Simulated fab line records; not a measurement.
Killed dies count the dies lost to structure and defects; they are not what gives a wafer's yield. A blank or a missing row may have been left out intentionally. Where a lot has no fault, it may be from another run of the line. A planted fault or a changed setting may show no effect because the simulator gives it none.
fab line records | flow n5-finfet
[record] lots = 24 wafers = 72 last-day = 19
route steps=1938 shown BEOL_M15@1817 MIM_TOP@1837 MIM_TOP_ETCH@1853 MIM_BOT_LITHO@1865 PASS1_CAP@1874
lots with no fault: from the same line, run without faults
start-h: hours from the record's first day to the start of the lot's first wafer shown | wait-h: hours since the lot's step before | " as in the row above | L1.1+2: a row that stands for several wafers | - value missing, or start not given | * or withheld: withheld | < > ~ a bound
route shown NAME@n: names a module that has steps shown in the file, with the first one's number in the route | usual: average and standard deviation across the fault-free wafers | same: alike in all rows | chamber/n: place in a boat | sites: each site's reading | _std_site: how widely they spread, as a standard deviation | _edge_site: the outer-site mean with the inner-site mean subtracted | radius-mm: for every site, how far away it sits from the centre of the wafer | mask NAME#n: copy n | behind: the last tool/chamber to shape the wafer | hold: reason for holding the lot/hours on hold/outcome of the hold | device: which transistor (n, p or np) failed to switch | end of line: tests run on the same wafers once the route is complete | a step without rows: its recipe alone | killed: dies lost to structure and defects at the first sort, not the wafer's yield | map: the dies of a wafer, with x for killed, . for not killed, _ for no die there
set.NAME: the setting as run; set.NAME@STEP: as run at that earlier step | model.NAME: the simulator's own value behind a step, which no gauge read
one table for each step of the route and one row for each wafer, over a sample of lots
services: from which hour (start-h, from the record's first day; less than 0 if before it) a tool's chamber was out of use, for how many hours, and why
[[steps]]
[step N5_BEOL_M15_DEGAS_41]
[recipe] ambient = vacuum temp-c = 300 time-s = 60
[usual] heater-power-w = 454/27
// columns lot.wafer tool chamber start-h wait-h heater-power-w
L074.1 pvd-sputter-02 - 267.22 0.5 408
L074.2 " - " " 440
L074.6 " - " " 472
L075.2 pvd-sputter-01 - 267.22 0.5 468
L075.3 " - " " 493
L075.5 " - " " 462
L077.2 pvd-sputter-01 - 276.98 0.3 445
L077.3 " - " " 484
L077.4 " - " " 483
L078.2 pvd-sputter-01 - 298.21 0.3 455
L078.5 " - " " 447
L078.6 " - " " 472
L076.1 pvd-sputter-02 - 298.55 0.2 402
L076.4 " - " " 447
L076.5 " - " " 484
L080.4 pvd-sputter-01 - 303.46 0.2 441
L080.5 " - " " 461
L080.6 " - " " 484
L079.1 pvd-sputter-03 - 308.51 0.1 453
L079.3 " - " " 488
L079.5 " - " " 469
L081.2 pvd-sputter-02 - 317.75 0.4 452
L081.3 " - " " 459
L081.4 " - " " 401
L082.2 pvd-sputter-03 - 333.10 0.1 416
L082.3 " - " " 494
L082.5 " - " " 485
L083.2 pvd-sputter-01 - 339.79 0.1 462
L083.3 " - " " 449
L083.5 " - " " 451
L085.1 pvd-sputter-01 - 347.66 0.4 466
L085.2 " - " " 453
L085.5 " - " " 464
L084.3 pvd-sputter-02 - 355.89 0.4 395
L084.4 " - " " 466
L084.5 " - " " 404
L087.1 pvd-sputter-02 - 361.13 0.3 397
L087.4 " - " " 447
L087.6 " - " " 403
L092.1 pvd-sputter-03 - 369.86 0.4 415
L092.3 " - " " 470
L092.4 " - " " 431
L086.1 pvd-sputter-01 - 369.89 0.3 473
L086.3 " - " " 455
L086.4 " - " " 442
L089.1 pvd-sputter-03 - 375.71 0.8 460
L089.3 " - " " 505
L089.5 " - " " 403
L088.2 pvd-sputter-01 - 383.45 0.2 445
L088.3 " - " " 440
L088.6 " - " " 435
L090.1 pvd-sputter-03 - 387.48 0.4 479
L090.2 " - " " 423
L090.3 " - " " 458
L091.3 pvd-sputter-01 - 392.17 0.9 438
L091.4 " - " " 476
L091.5 " - " " 437
L094.3 pvd-sputter-03 - 398.81 0.4 416
L094.4 " - " " 419
L094.6 " - " " 435
L093.1 pvd-sputter-03 - 399.25 0.2 432
L093.4 " - " " 422
L093.5 " - " " 427
L096.2 pvd-sputter-02 - 399.65 0.5 473
L096.3 " - " " 481
L096.5 " - " " 402
L097.3 pvd-sputter-03 - 411.15 0.2 469
L097.5 " - " " 486
L097.6 " - " " 414
L095.2 pvd-sputter-02 - 435.77 0.2 435
L095.3 " - " " 471
L095.5 " - " " 475
[step N5_BEOL_M15_INSPECT_55]
[recipe] inspect-instrument = darkfield mode = post-dep
[usual] raw-defect-count = 71/25
// columns lot.wafer tool chamber start-h wait-h raw-defect-count
L074.1 defect-inspect-02 - 268.68 0.1 81
L074.2 " - " " 62
L074.6 " - " " 53
L075.2 defect-inspect-02 - 268.68 0.1 97
L075.3 " - " " 74
L075.5 " - " " 77
L077.2 defect-inspect-01 - 278.58 0.0 87
L077.3 " - " " 69
L077.4 " - " " 49
L078.2 defect-inspect-02 - 299.58 0.0 95
L078.5 " - " " 51
L078.6 " - " " 51
L076.1 defect-inspect-02 - 299.90 0.0 82
L076.4 " - " " 63
L076.5 " - " " 96
L080.4 defect-inspect-02 - 305.23 0.0 58
L080.5 " - " " 72
L080.6 " - " " 41
L079.1 defect-inspect-02 - 309.87 0.0 101
L079.3 " - " " 69
L079.5 " - " " 71
L081.2 defect-inspect-02 - 319.25 0.0 75
L081.3 " - " " 46
L081.4 " - " " 54
L082.2 defect-inspect-02 - 334.54 0.0 53
L082.3 " - " " 52
L082.5 " - " " 28
L083.2 defect-inspect-01 - 341.17 0.0 57
L083.3 " - " " 39
L083.5 " - " " 110
L085.1 defect-inspect-02 - 349.02 0.0 34
L085.2 " - " " 30
L085.5 " - " " 68
L084.3 defect-inspect-01 - 357.25 0.0 73
L084.4 " - " " 76
L084.5 " - " " 45
L087.1 defect-inspect-02 - 362.62 0.0 65
L087.4 " - " " 66
L087.6 " - " " 74
L092.1 defect-inspect-02 - 371.21 0.0 88
L092.3 " - " " 49
L092.4 " - " " 77
L086.1 defect-inspect-01 - 371.25 0.0 68
L086.3 " - " " 82
L086.4 " - " " 81
L089.1 defect-inspect-02 - 377.31 0.0 69
L089.3 " - " " 77
L089.5 " - " " 97
L088.2 defect-inspect-01 - 384.80 0.0 35
L088.3 " - " " 38
L088.6 " - " " 48
L090.1 defect-inspect-01 - 389.11 0.0 75
L090.2 " - " " 52
L090.3 " - " " 145
L091.3 defect-inspect-02 - 393.53 0.0 84
L091.4 " - " " 128
L091.5 " - " " 57
L094.3 defect-inspect-01 - 400.26 0.0 60
L094.4 " - " " 35
L094.6 " - " " 48
L093.1 defect-inspect-01 - 400.60 0.0 72
L093.4 " - " " 86
L093.5 " - " " 102
L096.2 defect-inspect-02 - 401.39 0.0 91
L096.3 " - " " 72
L096.5 " - " " 56
L097.3 defect-inspect-01 - 412.51 0.0 110
L097.5 " - " " 158
L097.6 " - " " 63
L095.2 defect-inspect-02 - 437.12 0.0 54
L095.3 " - " " 97
L095.5 " - " " 66
[step N5_MIM_TOP_DEGAS_04]
[recipe] ambient = vacuum temp-c = 300 time-s = 60
[usual] heater-power-w = 456/28
// columns lot.wafer tool chamber start-h wait-h heater-power-w
L074.1 pvd-sputter-02 - 271.60 - 447
L074.2 " - " " 465
L074.6 " - " " 482
L075.2 pvd-sputter-01 - 272.56 - 440
L075.3 " - " " 490
L075.5 " - " " 480
L077.2 pvd-sputter-02 - 282.01 - 483
L077.3 " - " " 457
L077.4 " - " " 400
L076.1 pvd-sputter-01 - 304.06 - 435
L076.4 " - " " 444
L076.5 " - " " 443
L078.2 pvd-sputter-01 - 307.96 - 490
L078.5 " - " " 496
L078.6 " - " " 466
L080.4 pvd-sputter-03 - 309.73 - 492
L080.5 " - " " 459
L080.6 " - " " 426
L079.1 pvd-sputter-03 - 311.63 - 459
L079.3 " - " " 411
L079.5 " - " " 421
L081.2 pvd-sputter-01 - 321.45 - 474
L081.3 " - " " 486
L081.4 " - " " 445
L082.2 pvd-sputter-01 - 336.22 - 463
L082.3 " - " " 446
L082.5 " - " " 472
L083.2 pvd-sputter-03 - 343.52 - 480
L083.3 " - " " 429
L083.5 " - " " 485
L085.1 pvd-sputter-01 - 351.16 - 476
L085.2 " - " " 448
L085.5 " - " " 478
L084.3 pvd-sputter-01 - 361.79 - 461
L084.4 " - " " 480
L084.5 " - " " 497
L087.1 pvd-sputter-01 - 368.63 - 449
L087.4 " - " " 447
L087.6 " - " " 459
L092.1 pvd-sputter-02 - 373.51 - 443
L092.3 " - " " 486
L092.4 " - " " 401
L086.1 pvd-sputter-01 - 373.67 - 499
L086.3 " - " " 435
L086.4 " - " " 467
L089.1 pvd-sputter-02 - 382.41 - 407
L089.3 " - " " 471
L089.5 " - " " 460
L088.2 pvd-sputter-02 - 389.67 - 398
L088.3 " - " " 452
L088.6 " - " " 469
L090.1 pvd-sputter-03 - 392.31 - 415
L090.2 " - " " 465
L090.3 " - " " 427
L091.3 pvd-sputter-02 - 396.41 - 397
L091.4 " - " " 466
L091.5 " - " " 460
L094.3 pvd-sputter-03 - 403.47 - 423
L094.4 " - " " 400
L094.6 " - " " 491
L093.1 pvd-sputter-01 - 403.63 - 507
L093.4 " - " " 449
L093.5 " - " " 471
L096.2 pvd-sputter-03 - 403.71 - 409
L096.3 " - " " 487
L096.5 " - " " 414
L097.3 pvd-sputter-03 - 417.08 - 471
L097.5 " - " " 483
L097.6 " - " " 463
L095.2 pvd-sputter-02 - 441.33 - 448
L095.3 " - " " 407
L095.5 " - " " 387
[step N5_MIM_TOP_ETCH_PECVD_03]
[recipe] material = SiNx target-thk-a = 200 temp-c = 400 precursor = SiH4/NH3/N2 pressure-torr = 1.5 rf-w = 300 time-s = 17.6
[usual] heater-power-w = 848/100 showerhead-plenum-p-Torr = 5.14/0.1 throttle-valve-pct = 40.8/2
// columns lot.wafer tool chamber start-h wait-h heater-power-w showerhead-plenum-p-Torr throttle-valve-pct
L074.1 pecvd-01 2 273.21 - 914 5.06 37.7
L074.2 " 1 " " 907 5.25 41.0
L074.6 " 0 " " 710 4.91 44.2
L075.2 pecvd-01 1 273.50 - 965 5.25 40.7
L075.3 " 0 " " 733 4.90 44.1
L075.5 " 2 " " 862 5.05 37.4
L077.2 pecvd-01 1 282.82 - 984 5.23 40.8
L077.3 " 0 " " 774 4.90 44.4
L077.4 " 2 " " 941 5.05 37.6
L076.1 pecvd-01 1 304.99 - 886 5.24 40.8
L076.4 " 1 " " 881 5.23 40.8
L076.5 " 2 " " 813 5.05 37.6
L078.2 pecvd-02 0 308.91 - 682 5.18 41.8
L078.5 " 1 " " 967 5.23 42.7
L078.6 " 2 " " 921 5.14 38.4
L080.4 pecvd-01 0 310.77 - 686 4.90 44.2
L080.5 " 2 " " 798 5.05 37.6
L080.6 " 1 " " 971 5.24 40.7
L079.1 pecvd-01 2 312.62 - 784 5.04 37.6
L079.3 " 1 " " 841 5.25 41.1
L079.5 " 0 " " 757 4.90 44.3
L081.2 pecvd-02 0 322.39 - 735 5.16 41.9
L081.3 " 1 " " 997 5.24 42.4
L081.4 " 0 " " 723 5.16 41.7
L082.2 pecvd-02 2 337.23 - 961 5.15 38.6
L082.3 " 1 " " 966 5.23 42.5
L082.5 " 0 " " 715 5.16 41.8
L083.2 pecvd-03 1 344.62 - 862 5.16 42.3
L083.3 " 2 " " 863 5.15 41.9
L083.5 " 2 " " 846 5.16 41.9
L085.1 pecvd-02 2 351.97 - 917 5.15 38.6
L085.2 " 0 " " 684 5.15 41.7
L085.5 " 0 " " 670 5.17 41.9
L084.3 pecvd-03 1 362.72 - 840 5.18 41.8
L084.4 " 0 " " 816 5.18 40.2
L084.5 " 2 " " 910 5.16 41.8
L087.1 pecvd-01 1 369.60 - 906 5.23 40.5
L087.4 " 2 " " 877 5.05 37.9
L087.6 " 1 " " 880 5.24 40.8
L086.1 pecvd-01 1 374.68 - 960 5.23 41.0
L086.3 " 2 " " 763 5.05 38.0
L086.4 " 1 " " 982 5.22 40.8
L092.1 pecvd-02 2 374.76 - 957 5.15 38.7
L092.3 " 0 " " 607 5.17 42.0
L092.4 " 2 " " 959 5.16 38.6
L089.1 pecvd-01 2 383.65 - 801 5.04 38.0
L089.3 " 1 " " 963 5.23 40.5
L089.5 " 1 " " 987 5.24 40.7
L088.2 pecvd-03 2 390.60 - 862 5.17 42.4
L088.3 " 2 " " 876 5.15 42.0
L088.6 " 2 " " 876 5.16 42.2
L090.1 pecvd-03 2 393.27 - 829 5.16 42.1
L090.2 " 0 " " 773 5.18 40.2
L090.3 " 0 " " 802 5.18 40.0
L091.3 pecvd-03 2 397.37 - 901 5.16 42.1
L091.4 " 0 " " 747 5.18 40.2
L091.5 " 2 " " 939 5.16 42.1
L094.3 pecvd-02 2 404.29 - 924 5.16 39.1
L094.4 " 1 " " 1008 5.25 42.6
L094.6 " 2 " " 894 5.15 39.1
L093.1 pecvd-01 2 404.44 - 886 5.05 38.0
L093.4 " 1 " " 887 5.23 41.0
L093.5 " 2 " " 852 5.04 38.1
L096.2 pecvd-02 2 404.64 - 950 5.14 38.8
L096.3 " 0 " " 630 5.16 42.1
L096.5 " 0 " " 619 5.16 41.9
L097.3 pecvd-03 1 418.22 - 908 5.16 37.1
L097.5 " 1 " " 950 5.17 37.3
L097.6 " 0 " " 759 5.17 40.3
L095.2 pecvd-02 2 442.15 - 913 5.14 38.9
L095.3 " 1 " " 953 5.24 42.7
L095.5 " 1 " " 964 5.23 42.6
[step N5_MIM_BOT_LITHO_DESCUM_10]
[recipe] chemistry = O2 time-s = 7.9 source-power-w = 50 bias-power-w = 20 pressure-mtorr = 20 rf-frequency-hz = 2.712e+07 temp-c = 40 o2-flow-sccm = 225
[usual] drypump-motor-current-A = 5.7/0.46 oes-product-au = 0.80/0.091 rf-vpp-V = 242.9/1.4 showerhead-plenum-p-Torr = 2.08/0.082 throttle-valve-pct = 20.43/0.21
// columns lot.wafer tool chamber start-h wait-h drypump-motor-current-A oes-product-au rf-hours-counter-h rf-vpp-V showerhead-plenum-p-Torr throttle-valve-pct
L074.1 rie-diel-05 3 273.78 0.0 5.6 0.70 216 241.6 1.99 20.91
L074.2 " 0 " " 4.9 0.69 248 243.8 2.14 20.83
L074.6 " 0 " " 4.9 0.68 - 243.4 2.14 20.85
L075.2 rie-diel-05 3 274.06 0.0 5.6 0.70 217 240.4 1.99 20.89
L075.3 " 2 " " 6.1 0.70 229 244.3 2.16 20.77
L075.5 " 3 " " 5.6 0.70 - 240.4 1.99 20.92
L077.2 rie-diel-01 2 283.26 0.0 6.0 0.99 6 243.9 2.04 20.29
L077.3 " 3 " " 5.1 0.89 19 242.9 2.14 20.08
L077.4 " 1 " " 5.9 0.70 232 241.9 1.99 20.52
L076.1 rie-diel-01 0 305.44 0.0 5.5 0.75 144 242.2 2.01 20.69
L076.4 " 1 " " 5.9 0.70 238 241.3 1.99 20.53
L076.5 " 2 " " 6.0 0.96 - 242.5 2.04 20.30
L078.2 rie-diel-01 3 309.47 0.0 5.1 0.88 27 244.1 2.14 20.11
L078.5 " 2 " " 6.0 0.96 - 243.2 2.04 20.30
L078.6 " 3 " " 5.1 0.87 - 244.7 2.14 20.11
L080.4 rie-diel-04 0 311.37 0.2 5.8 0.74 165 240.4 2.00 20.28
L080.5 " 0 " " 5.8 0.74 - 241.1 2.00 20.28
L080.6 " 1 " " 5.7 0.77 - 242.8 2.01 20.41
L079.1 rie-diel-01 1 313.19 0.0 5.9 0.69 241 241.5 1.99 20.55
L079.3 " 2 " " 6.1 0.95 16 242.6 2.04 20.31
L079.5 " 2 " " 6.1 0.95 - 242.2 2.04 20.30
L081.2 rie-diel-05 0 322.83 0.0 4.9 0.98 8 244.6 2.13 20.41
L081.3 " 2 " " 6.1 0.69 248 243.3 2.15 20.79
L081.4 " 1 " " 5.1 0.79 109 244.0 2.11 20.53
L082.2 rie-diel-04 2 337.80 0.0 6.0 0.90 30 244.1 2.13 20.29
L082.3 " 0 " " 5.8 0.73 174 241.6 2.00 20.30
L082.5 " 3 " " 6.7 0.81 - 245.1 2.20 20.37
L083.2 rie-diel-01 3 345.19 0.0 5.0 0.85 39 243.4 2.13 20.12
L083.3 " 2 " " 6.0 0.93 27 242.2 2.04 20.33
L083.5 " 3 " " 5.1 0.85 - 243.7 2.13 20.12
L085.1 rie-diel-04 0 352.54 0.0 5.8 0.72 180 241.2 1.99 20.30
L085.2 " 2 " " 6.0 0.89 35 243.3 2.13 20.30
L085.5 " 3 " " 6.7 0.80 - 245.2 2.20 20.40
L084.3 rie-diel-04 3 363.17 0.0 6.7 0.79 127 245.5 2.20 20.38
L084.4 " 1 " " 5.6 0.74 184 242.8 2.00 20.42
L084.5 " 1 " " 5.7 0.74 - 241.8 2.00 20.43
L087.1 rie-diel-04 3 370.53 0.5 6.7 0.79 131 244.7 2.19 20.38
L087.4 " 2 " " 6.0 0.88 39 243.1 2.12 20.32
L087.6 " 3 " " 6.7 0.80 - 244.4 2.20 20.41
L086.1 rie-diel-04 3 375.14 0.0 6.7 0.79 133 245.1 2.19 20.38
L086.3 " 1 " " 5.7 0.74 189 241.2 2.00 20.45
L086.4 " 2 " " 6.0 0.88 41 244.1 2.12 20.31
L092.1 rie-diel-01 3 375.20 0.0 5.2 0.84 52 242.2 2.13 20.14
L092.3 " 0 " " 5.5 0.73 169 242.9 2.00 20.74
L092.4 " 2 " " 6.1 0.90 40 243.5 2.03 20.35
L089.1 rie-diel-04 1 384.25 0.1 5.7 0.74 192 243.0 2.00 20.42
L089.3 " 3 " " 6.7 0.80 136 244.1 2.19 20.39
L089.5 " 2 " " 6.0 0.88 - 243.4 2.12 20.32
L088.2 rie-diel-05 3 391.58 0.4 5.6 0.98 2 245.0 2.24 20.58
L088.3 " 0 " " 4.9 0.91 35 244.1 2.13 20.45
L088.6 " 0 " " 5.0 0.91 - 243.2 2.12 20.46
L090.1 rie-diel-01 0 393.73 0.0 5.5 0.72 176 241.4 2.00 20.75
L090.2 " 1 " " 5.9 0.96 11 246.7 2.25 20.17
L090.3 " 2 " " 6.0 0.90 47 241.9 2.03 20.36
L091.3 rie-diel-01 3 398.10 0.2 5.1 0.82 60 243.9 2.13 20.15
L091.4 " 2 " " 6.1 0.90 49 242.7 2.03 20.36
L091.5 " 3 " " 5.2 0.82 - 243.5 2.13 20.15
L094.3 rie-diel-04 0 404.87 0.0 5.8 0.71 200 242.9 1.99 20.33
L094.4 " 3 " " 6.7 0.78 144 243.3 2.19 20.41
L094.6 " 0 " " 5.8 0.71 - 241.9 1.99 20.32
L093.1 rie-diel-04 3 405.18 0.2 6.7 0.78 144 246.0 2.19 20.41
L093.4 " 2 " " 6.0 0.86 51 242.3 2.12 20.33
L093.5 " 0 " " 5.8 0.70 - 240.9 1.99 20.36
L096.2 rie-diel-01 0 405.67 0.5 5.5 0.73 179 242.2 2.00 20.75
L096.3 " 2 " " 6.0 0.89 51 243.3 2.03 20.36
L096.5 " 0 " " 5.5 0.72 - 242.1 2.00 20.75
L097.3 rie-diel-05 2 418.67 0.0 6.1 0.91 24 243.5 2.14 20.40
L097.5 " 3 " " 5.6 0.95 - 243.7 2.24 20.59
L097.6 " 2 " " 6.1 0.92 - 243.9 2.14 20.38
L095.2 rie-diel-01 3 442.75 0.2 5.1 0.80 74 243.7 2.12 20.17
L095.3 " 1 " " 5.9 0.91 27 244.8 2.24 20.22
L095.5 " 0 " " 5.5 0.71 - 240.8 1.99 20.78
[step N5_PASSIVATION_PECVD_01]
[recipe] material = SiNx target-thk-a = 2000 temp-c = 400 precursor = SiH4/NH3/N2 pressure-torr = 4.9 rf-w = 1406 time-s = 43.2
[usual] heater-power-w = 419/87 showerhead-plenum-p-Torr = 8.65/0.083 throttle-valve-pct = 29.4/1.7
// columns lot.wafer tool chamber start-h wait-h heater-power-w showerhead-plenum-p-Torr throttle-valve-pct
L074.1 pecvd-04 2 274.73 0.0 393 8.61 26.0
L074.2 " 0 " " 335 8.68 29.2
L074.6 " 2 " " 408 8.62 25.8
L075.2 pecvd-03 0 275.06 0.0 362 8.70 29.3
L075.3 " 1 " " 525 8.74 30.7
L075.5 " 0 " " 374 8.71 29.4
L077.2 pecvd-03 0 284.18 0.0 396 8.72 29.2
L077.3 " 1 " " 547 8.71 30.5
L077.4 " 2 " " 538 8.68 30.2
L076.1 pecvd-03 2 306.36 0.0 410 8.68 30.2
L076.4 " 1 " " 538 8.73 30.6
L076.5 " 0 " " 286 8.70 29.2
L078.2 pecvd-04 1 310.39 0.0 395 8.60 30.5
L078.5 " 1 " " 402 8.57 30.5
L078.6 " 2 " " 394 8.62 25.9
L080.4 pecvd-04 0 312.56 0.0 240 8.69 29.3
L080.5 " 0 " " 259 8.69 29.5
L080.6 " 2 " " 403 8.65 26.0
L079.1 pecvd-03 1 314.12 0.0 419 8.73 30.7
L079.3 " 2 " " 537 8.69 30.4
L079.5 " 0 " " 380 8.71 29.3
L081.2 pecvd-04 2 323.76 0.0 411 8.63 25.9
L081.3 " 1 " " 341 8.57 30.4
L081.4 " 1 " " 360 8.57 30.6
L082.2 pecvd-03 1 338.72 0.0 552 8.69 30.7
L082.3 " 2 " " 402 8.67 30.4
L082.5 " 2 " " 430 8.69 30.4
L083.2 pecvd-01 0 346.11 0.0 376 8.44 32.2
L083.3 " 1 " " 577 8.77 29.6
L083.5 " 0 " " 380 8.44 32.4
L085.1 pecvd-04 1 353.50 0.0 421 8.58 30.7
L085.2 " 0 " " 382 8.68 29.4
L085.5 " 2 " " 343 8.61 25.8
L084.3 pecvd-01 1 364.14 0.0 489 8.77 29.5
L084.4 " 0 " " 298 8.42 32.2
L084.5 " 2 " " 505 8.58 27.6
L087.1 pecvd-04 2 371.47 0.0 405 8.65 25.7
L087.4 " 0 " " 313 8.70 29.6
L087.6 " 2 " " 413 8.61 26.2
L086.1 pecvd-03 2 376.11 0.0 433 8.70 30.4
L086.3 " 2 " " 458 8.72 30.7
L086.4 " 1 " " 555 8.72 30.7
L092.1 pecvd-01 0 376.43 0.0 383 8.44 32.4
L092.3 " 2 " " 406 8.57 27.8
L092.4 " 2 " " 427 8.57 27.6
L089.1 pecvd-03 0 385.18 0.0 404 8.70 29.4
L089.3 " 0 " " 419 8.70 29.4
L089.5 " 2 " " 388 8.68 30.7
L088.2 pecvd-01 1 392.56 0.0 578 8.78 29.8
L088.3 " 0 " " 273 8.42 32.1
L088.6 " 0 " " 289 8.44 32.1
L090.1 pecvd-01 2 394.66 0.0 522 8.57 27.8
L090.2 " 1 " " 473 8.79 29.7
L090.3 " 0 " " 361 8.44 32.2
L091.3 pecvd-04 1 399.31 0.0 405 8.57 30.3
L091.4 " 0 " " 353 8.69 29.5
L091.5 " 1 " " 401 8.58 30.8
L093.1 pecvd-04 1 406.25 0.0 421 8.60 30.4
L093.4 " 1 " " 434 8.55 30.5
L093.5 " 2 " " 403 8.62 26.0
L094.3 pecvd-03 2 406.25 0.0 560 8.68 30.8
L094.4 " 0 " " 406 8.71 29.1
L094.6 " 0 " " 413 8.71 29.3
L096.2 pecvd-04 1 406.78 0.0 305 8.57 30.9
L096.3 " 2 " " 465 8.63 26.0
L096.5 " 2 " " 478 8.59 25.9
L097.3 pecvd-03 2 419.62 0.0 438 8.69 30.8
L097.5 " 0 " " 268 8.72 29.4
L097.6 " 1 " " 548 8.71 27.2
L095.2 pecvd-04 0 443.67 0.0 245 8.67 29.6
L095.3 " 2 " " 500 8.61 26.1
L095.5 " 0 " " 280 8.67 29.5
[[services]]
// columns tool chamber start-h hours kind
rie-diel-01 2 246.10 - clean
rie-diel-01 2 246.10 - consumable-replace:focus-ring
rie-diel-01 2 246.10 20.4 scheduled-down
rie-diel-01 2 246.10 20.4 vent-cycle
rie-diel-05 2 246.28 10.0 repair
rie-diel-05 2 270.02 3.1 repair
pecvd-03 - 272.18 0.5 repair
pecvd-02 - 276.42 0.9 repair
pecvd-04 1 310.94 12.0 repair
pecvd-02 - 311.50 0.8 repair
pecvd-03 2 335.56 2.1 scheduled-down
rie-diel-04 2 363.48 6.0 repair
pecvd-01 0 369.33 5.5 scheduled-down
pecvd-03 0 374.71 2.1 scheduled-down
pecvd-03 1 383.62 - clean
pecvd-03 1 383.62 - consumable-replace:showerhead
pecvd-03 1 383.62 29.0 scheduled-down
pecvd-03 1 383.62 29.0 vent-cycle
rie-diel-05 1 406.94 5.4 repair
rie-diel-01 - 409.64 0.3 repair
rie-diel-01 3 422.79 4.3 repair
rie-diel-01 - 427.90 0.2 repair
pecvd-03 2 436.41 5.5 scheduled-down
rie-diel-04 2 442.85 3.9 repair
[[key]]
fault none
